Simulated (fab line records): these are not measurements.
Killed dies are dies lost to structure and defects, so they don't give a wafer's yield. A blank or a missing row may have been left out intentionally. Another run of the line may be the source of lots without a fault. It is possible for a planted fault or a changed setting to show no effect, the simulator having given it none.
Matching of chambers / flow n5-finfet / N5_BEOL_M11_ILD_DEP_00 on pecvd-01: 3 sister chambers
The step deposits SiCOH lowk from DEMS/porogen, target thk 308.51 nm, time 58 s. 6 wafers are shown with their chamber, then 12 later ones without.

WAFERS WITH THEIR CHAMBER
wafer=L083.4; chamber=1; throttle-valve-pct (%)=14.7; heater-power-w (W)=352
wafer=L082.4; chamber=0; throttle-valve-pct (%)=14.7; heater-power-w (W)=402
wafer=L082.6; chamber=2; throttle-valve-pct (%)=13.3; heater-power-w (W)=301
wafer=L087.2; chamber=0; throttle-valve-pct (%)=14.6; heater-power-w (W)=342
wafer=L087.5; chamber=1; throttle-valve-pct (%)=14.6; heater-power-w (W)=421
wafer=L087.6; chamber=2; throttle-valve-pct (%)=13.5; heater-power-w (W)=326

WAFERS WITH NO CHAMBER GIVEN
wafer=L091.4; throttle-valve-pct (%)=14.8; heater-power-w (W)=408
wafer=L091.5; throttle-valve-pct (%)=14.6; heater-power-w (W)=362
wafer=L091.6; throttle-valve-pct (%)=13.3; heater-power-w (W)=318
wafer=L093.1; throttle-valve-pct (%)=14.5; heater-power-w (W)=382
wafer=L093.4; throttle-valve-pct (%)=14.7; heater-power-w (W)=397
wafer=L093.5; throttle-valve-pct (%)=14.7; heater-power-w (W)=396
wafer=L096.2; throttle-valve-pct (%)=13.4; heater-power-w (W)=319
wafer=L096.3; throttle-valve-pct (%)=14.5; heater-power-w (W)=373
wafer=L096.6; throttle-valve-pct (%)=14.7; heater-power-w (W)=400
wafer=L097.1; throttle-valve-pct (%)=15.0; heater-power-w (W)=358
wafer=L097.4; throttle-valve-pct (%)=13.6; heater-power-w (W)=307
wafer=L097.5; throttle-valve-pct (%)=14.7; heater-power-w (W)=399

WHICH CHAMBER EACH ONE RAN IN
wafer=L091.4; from the rows above=can't be placed: 1 or 0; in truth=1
wafer=L091.5; from the rows above=can't be placed: 0 or 1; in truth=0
wafer=L091.6; from the rows above=2; in truth=2
wafer=L093.1; from the rows above=can't be placed: 1 or 0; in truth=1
wafer=L093.4; from the rows above=can't be placed: 1 or 0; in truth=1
wafer=L093.5; from the rows above=can't be placed: 1 or 0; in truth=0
wafer=L096.2; from the rows above=2; in truth=2
wafer=L096.3; from the rows above=can't be placed: 0 or 1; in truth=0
wafer=L096.6; from the rows above=can't be placed: 1 or 0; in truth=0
wafer=L097.1; from the rows above=can't be placed: 0 or 1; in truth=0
wafer=L097.4; from the rows above=2; in truth=2
wafer=L097.5; from the rows above=can't be placed: 1 or 0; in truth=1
Correct placement for 3 of the 12. These rows do not allow placing 9 (true chamber among the candidates in 9). 0 placed wrongly.
How it was worked out, from the rows above alone: a wafer's distance from a chamber is the root of the sum, over the readings, of the square of ((its reading less the chamber's mean) divided by the reading's scatter). The wafer belongs to the nearest chamber; if the next one is less than 2 further off, it can't be placed. A chamber's mean is the mean of its shown wafers. The scatter: take each reading less its chamber's mean, square it, sum over the shown wafers, divide by the number of wafers less the number of chambers, and take the root.
